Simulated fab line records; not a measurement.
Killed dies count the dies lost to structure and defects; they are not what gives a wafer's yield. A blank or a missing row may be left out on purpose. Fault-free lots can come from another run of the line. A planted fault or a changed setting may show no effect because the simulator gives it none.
A struck lot beside a sound one || flow nand harc || 14 out of 1302 route steps
Sound: these wafers, L593.2, L593.5, L593.6. Wafers struck: L588.1, L588.2, L588.4. The cause comes at the end.
At each step with rows: each side's tool, then ch and its chambers, then its first start. Under that, the readings that differ: sound wafers || struck wafers || difference of the means || sigmas: that difference in standard deviations of wafers without a fault.
alike: same words and numbers on both sides, and readings whose means sit less than 2 such deviations apart. not compared: any withheld reading, any reading some wafer has no value for, any bound like >300 that may hide the same value, and any number with overlapping values for which the record gives no deviation.
Wherever a step has rows on one side only, a row that says differs or no value, or a row with sigmas, the two part there. Numbers that don't overlap but have no deviation are shown without sigmas and don't part them. A reading that every wafer of one side lacks parts them only if that side has two wafers or more.

first, 1 step without rows for these wafers: NHARC_P_M2_DEGAS_29 (time 60 s).
NHARC_P_M2_PRE_CLEAN_30: time 30 s.
  sound on pvd sputter-01; struck on pvd sputter-02
  alike: heater power w
then, 3 steps without rows for these wafers: NHARC_P_M2_PVD_20 (deposits TaN, target thk 5 nm, time 8.06 s); NHARC_P_M2_PVD_21 (deposits Cu, target thk 30 nm, time 20.49 s); NHARC_P_M2_ECD_22 (material Cu, target thk 400 nm).
NHARC_P_M2_ANNEAL_31: time 90 s.
  sound on rtp anneal-02 ch 0, day 14 20:38; struck on rtp anneal-02 ch 0, day 12 14:29
  alike: wafer_temp_C_max
NHARC_P_M2_CMP_23: polishes, t overpolish 20 s, target thk 144.3 nm.
  sound on cmp-01 ch 0,1,3, day 14 20:59; struck on cmp-01 ch 0,1,2, day 12 14:50
  alike: motor current A, slurry filter dp kPa, time to endpoint s
NHARC_P_M2_THK_MEAS_24: measures by xrf.
  sound: film metro-02 at day 14 21:14; struck: film metro-01 at day 12 15:08
  alike: thk nm
then, 1 step without rows for these wafers: NHARC_P_M2_SRD_25.
NHARC_P_M2_INSPECT_27:
  sound: defect inspect-02 at day 14 21:24; struck: defect inspect-02 at day 12 15:18
  alike: raw defect count
NHARC_P_M2_PRE_CLEAN_32: time 12 s.
  sound on pecvd-02 ch 0,1,2, day 14 21:29; struck on pecvd-02 ch 0,2, day 12 15:31
  alike: heater power w
NHARC_P_M2_DEP_33: deposits SiCN, target thk 30 nm.
  sound on pecvd-02 ch 0,1,2, day 14 21:35; struck on pecvd-02 ch 0,2, day 12 15:36
  no value came back on the struck wafers for chamber pressure Torr (Torr), heater power outer w (W), heater power w (W); on the sound wafers chamber pressure Torr (Torr) reads 3.007 3.003 3.007
NHARC_P_BONDPAD_DEP_00: deposits SiCN, target thk 250 nm.
  sound on pecvd-02 ch 0,2; struck on pecvd-02 ch 0,2, day 12 15:59
  alike: chamber pressure Torr, heater power outer w, heater power w
-- break in the record here, with 18 days between the starts of the struck wafers on either side (left off in module P_BONDPAD, picked up again in module END, where the first step shown is number 1302 on the route) --
NHARC_END_SORT_01:
  sound on prober-02 ch 0, day 33 04:35; struck on prober-02 ch 0, day 30 07:15
  alike: defect limited yield, killed at array, killed at other, killed at periphery, killed dies, killed open, killed short

## WHERE THEY PART
At NHARC_P_M2_DEP_33 and nowhere else, as far as this record goes. Later steps at which nothing parts them and some readings are alike: NHARC_P_BONDPAD_DEP_00, NHARC_END_SORT_01.

WHY: what had been put in by the simulator
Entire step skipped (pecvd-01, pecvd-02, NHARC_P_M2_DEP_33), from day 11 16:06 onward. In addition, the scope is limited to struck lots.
